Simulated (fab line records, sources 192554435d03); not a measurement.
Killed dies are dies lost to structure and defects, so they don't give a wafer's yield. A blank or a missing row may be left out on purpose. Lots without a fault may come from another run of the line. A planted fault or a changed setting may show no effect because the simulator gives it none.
Split-lot experiment | flow n5_finfet | 5 lots, 23 wafers read, on a route of 1938 steps

THE SPLIT
At N5_BEOL_M11_EXPOSE_08 (exposes mask M11), the setting dose_mj was moved away from the recipe's 53.75 on 7 of the 23 wafers read, by -6.1% to -3.0%. The other wafers ran this setting at the recipe's value.

FROM THE SPLIT TO THE READING: what the file shows between them, 14 steps
- N5_BEOL_M11_PEB_09: peb time 60 s
- N5_BEOL_M11_DEVELOP_10: develop time 30 s
- N5_BEOL_M11_CD_MEAS_11: target cd 64.1 nm
- N5_BEOL_M11_DESCUM_16: chemistry O2, time 7.9 s
- N5_BEOL_M11_ETCH_61: etches SiARC in CF4, target depth 39 nm, time 65 s
- N5_BEOL_M11_ETCH_62: etches SOC in N2/H2, target depth 110 nm, overetch 22 nm, time 165 s
- N5_BEOL_M11_STRIP_68: strips in N2/H2
- N5_BEOL_M11_HM_OPEN_17: chemistry Cl2/BCl3, target TiN, target depth 20 nm, overetch 6 nm
- N5_BEOL_M11_STRIP_19: strips in O2
- N5_BEOL_M11_CD_MEAS_18: pitch 140 nm, target cd 70 nm
- N5_BEOL_M11_COAT_63: time 60 s, resist thk 100 nm
- N5_BEOL_M11_COAT_64: time 60 s, resist thk 30 nm
- N5_BEOL_M11_PRECLEAN_42: cleans in residue remover, time 60 s
- N5_BEOL_M11_SRD_43: time 30 s

THE READING
cd_nm, in nm, at N5_BEOL_M11_CD_MEAS_35 (target cd 70 nm). Fault-free wafers of this fab line usually give 69.7 nm, standard deviation 0.61 nm.

wafer  | tool, chamber at the split | dose_mj as run | against the recipe | cd_nm, nm | against lot-mates on the recipe
L079.1 | arfi_scanner-03, 0         | 53.75          | recipe             | 70.0      | -
L079.2 | arfi_scanner-03, 0         | 51.23          | -4.7%              | 67.9      | -2.1
L079.4 | arfi_scanner-03, 0         | 53.75          | recipe             | 70.0      | -
L079.5 | arfi_scanner-03, 0         | 51.23          | -4.7%              | 67.6      | -2.4
L079.6 | arfi_scanner-03, 0         | 53.75          | recipe             | 69.9      | -
L078.2 | arfi_scanner-01, 0         | 50.46          | -6.1%              | 65.6      | -4.1
L078.3 | arfi_scanner-01, 0         | 50.46          | -6.1%              | 66.4      | -3.2
L078.4 | arfi_scanner-01, 0         | 53.75          | recipe             | 69.7      | -
L078.5 | arfi_scanner-01, 0         | 53.75          | recipe             | 69.6      | -
L078.6 | arfi_scanner-01, 0         | 50.46          | -6.1%              | 65.5      | -4.2
L080.1 | arfi_scanner-03, 0         | 53.75          | recipe             | 69.7      | -
L080.2 | arfi_scanner-03, 0         | 52.13          | -3.0%              | 67.8      | -2.0
L080.3 | arfi_scanner-03, 0         | 53.75          | recipe             | 69.9      | -
L080.4 | arfi_scanner-03, 0         | 52.13          | -3.0%              | 68.0      | -1.8
L080.5 | arfi_scanner-03, 0         | 53.75          | recipe             | 69.9      | -
L082.1 | arfi_scanner-03, 0         | 53.75          | recipe             | 70.4      | -
L082.4 | arfi_scanner-03, 0         | 53.75          | recipe             | 69.0      | -
L082.6 | arfi_scanner-03, 0         | 53.75          | recipe             | 69.7      | -
L091.2 | arfi_scanner-03, 0         | 53.75          | recipe             | 69.0      | -
L091.3 | arfi_scanner-03, 0         | 53.75          | recipe             | 69.8      | -
L091.4 | arfi_scanner-03, 0         | 53.75          | recipe             | 70.1      | -
L091.5 | arfi_scanner-03, 0         | 53.75          | recipe             | 69.9      | -
L091.6 | arfi_scanner-03, 0         | 53.75          | recipe             | 69.8      | -

THE FIT
A straight line over all 23 wafers: cd_nm changes by +0.591 nm for each +1% of dose_mj; r = +0.96; the points scatter about the line by 0.43 nm.
The same after taking each lot's own level away (the mean of its wafers on the recipe; 23 wafers): +0.588 nm for each +1%; r = +0.97; scatter 0.38 nm.
On that fit, the largest move of dose_mj shifts the reading by 3.6 nm.
The lots' own levels span 69.65 to 69.97 nm, that is 0.5 times the standard deviation above.
So the lot-to-lot level changes the slope little: the two slopes agree.
Check: with one of the wafers moved furthest among these (-6.1%) left out of the fit, the line predicts -3.47 nm for it against its lot-mates. It came out at -4.05 nm against them.

OTHER SPLITS ON THESE WAFERS
These wafers also went through other splits before the reading. Each is held against what the fit with the lots' levels taken away leaves over:
other split on the same wafers | wafers away from the commonest value | r with cd_nm (lot level and that fit taken away)
N5_BEOL_M8_DESCUM_16 time_s    | 9                                    | +0.04
N5_BEOL_M10_ILD_DEP_00 time_s  | 8                                    | +0.22
N5_BEOL_M10_COAT_59 spin_rpm   | 11                                   | -0.08
N5_BEOL_M11_COAT_60 spin_rpm   | 8                                    | +0.21

THE WHOLE CHAIN: every reading that the file lists as answering this split, in the file's order
step                   | what it does                                       | reading                                                                | change (the file's fit)               | r (the file's)
N5_BEOL_M11_CD_MEAS_11 | target cd 64.1 nm                                  | cd_nm                                                                  | +0.555 nm for each +1% of the setting | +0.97
N5_BEOL_M11_ETCH_61    | etches SiARC in CF4, target depth 39 nm, time 65 s | BEOL_M11.cd_offset_nm (the simulator's own value, which no gauge read) | +0.556 nm for each +1% of the setting | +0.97
N5_BEOL_M11_CD_MEAS_18 | pitch 140 nm, target cd 70 nm                      | cd_nm                                                                  | +0.59 nm for each +1% of the setting  | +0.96
N5_BEOL_M11_CD_MEAS_35 | target cd 70 nm                                    | cd_nm                                                                  | +0.577 nm for each +1% of the setting | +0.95

THE FILE'S OWN FIT
cd_nm changes by +0.577 nm for each +1% of dose_mj, r = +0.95.
